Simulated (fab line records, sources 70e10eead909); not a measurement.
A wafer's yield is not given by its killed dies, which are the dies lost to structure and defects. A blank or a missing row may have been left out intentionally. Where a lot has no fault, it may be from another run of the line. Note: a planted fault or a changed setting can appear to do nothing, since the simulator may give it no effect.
The same fault as seen by 3 desks / flow nand harc / only its own numbers are on each desk; what lay behind them is given at the end

== THE DEFECT DESK ==
For each lot, the counts of the inspections along the route, averaged over the sampled wafers that have a number. The brackets show how far a lot's mean lies from the usual mean; more than 4 standard deviations puts the lot out of limits, marked OUT.
Columns: A = raw defect count at NHARC_P_GATE_INSPECT_28, usual 6.1; B = raw defect count at NHARC_P_GATE_INSPECT_68, usual 176
lot=L437; first seen here=day 6 06:49; A=7.3; B=149
lot=L435; first seen here=day 6 08:05; A=3.7; B=213
lot=L441; first seen here=day 6 10:42; A=6.3; B=249
lot=L443; first seen here=day 6 22:09; A=6.0; B=339
lot=L445; first seen here=day 7 21:01; A=5.0; B=278
lot=L456; first seen here=day 10 05:26; A=5.0; B=229
This desk's finding: nothing out of limits on any of the 6 lots.

== DESK OF THE TOOL OWNER: rie si-04 ==
The tool's own readings at NHARC_P_GATE_ETCH_32 (etches the open film in HBr/Cl2, target depth 150 nm, time 100.1 s): means of the sampled wafers that have a number, for each lot that ran on this tool. The brackets show how far a lot's mean lies from the usual mean; more than 4 standard deviations puts the lot out of limits, marked OUT.
Columns: A = drypump motor current A at NHARC_P_GATE_ETCH_32, usual 5.9 A; B = hbr flow sccm at NHARC_P_GATE_ETCH_32, usual 150.0 sccm; C = oes product au at NHARC_P_GATE_ETCH_32, usual 0.998 a.u.; D = throttle valve pct at NHARC_P_GATE_ETCH_32, usual 26.405 %
lot=L435; first seen here=day 6 09:17; A=5.5; B=149.9; C=0.997; D=26.406
lot=L443; first seen here=day 6 23:07; A=5.5; B=150.0; C=1.000; D=26.403
lot=L445; first seen here=day 7 21:56; A=5.9; B=149.9; C=1.001; D=26.406
This desk's finding: nothing out of limits on any of the 3 lots.

== FROM THE METROLOGY DESK ==
What the gauges read for every lot (on any tool): the sampled wafers with a number, averaged. The brackets show how far a lot's mean lies from the usual mean; more than 4 standard deviations puts the lot out of limits, marked OUT.
Columns: A = cd nm at NHARC_P_GATE_CD_MEAS_26, usual 120.2 nm; B = overlay x nm at NHARC_P_GATE_OVL_MEAS_27, usual 0.1 nm; C = overlay y nm at NHARC_P_GATE_OVL_MEAS_27, usual 0.0 nm; D = cd nm at NHARC_P_GATE_CD_MEAS_33, usual 120.4 nm; E = cd nm at NHARC_P_GATE_CD_MEAS_46, usual 720.0 nm
lot=L437; first seen here=day 6 06:42; A=120.1; B=-0.3; C=-1.1; D=123.6; E=721.0
lot=L435; first seen here=day 6 07:58; A=119.5; B=-0.9; C=0.1; D=122.7; E=720.5
lot=L441; first seen here=day 6 10:35; A=120.4; B=1.4; C=-1.0; D=121.1; E=716.5
lot=L443; first seen here=day 6 22:02; A=119.7; B=-0.7; C=1.6; D=120.1; E=717.8
lot=L445; first seen here=day 7 20:53; A=120.8; B=0.8; C=0.4; D=120.1; E=720.1
lot=L456; first seen here=day 10 05:18; A=120.1; B=-0.9; C=1.3; D=119.2; E=717.3
This desk's finding: nothing out of limits on any of the 6 lots.

== TAKEN TOGETHER ==
No out-of-limits result turned up at the defect desk.
The desk of the tool owner found nothing out of limits.
Nothing out of limits was seen by the metrology desk.

== WHAT THE SIMULATOR HAD INSERTED ==
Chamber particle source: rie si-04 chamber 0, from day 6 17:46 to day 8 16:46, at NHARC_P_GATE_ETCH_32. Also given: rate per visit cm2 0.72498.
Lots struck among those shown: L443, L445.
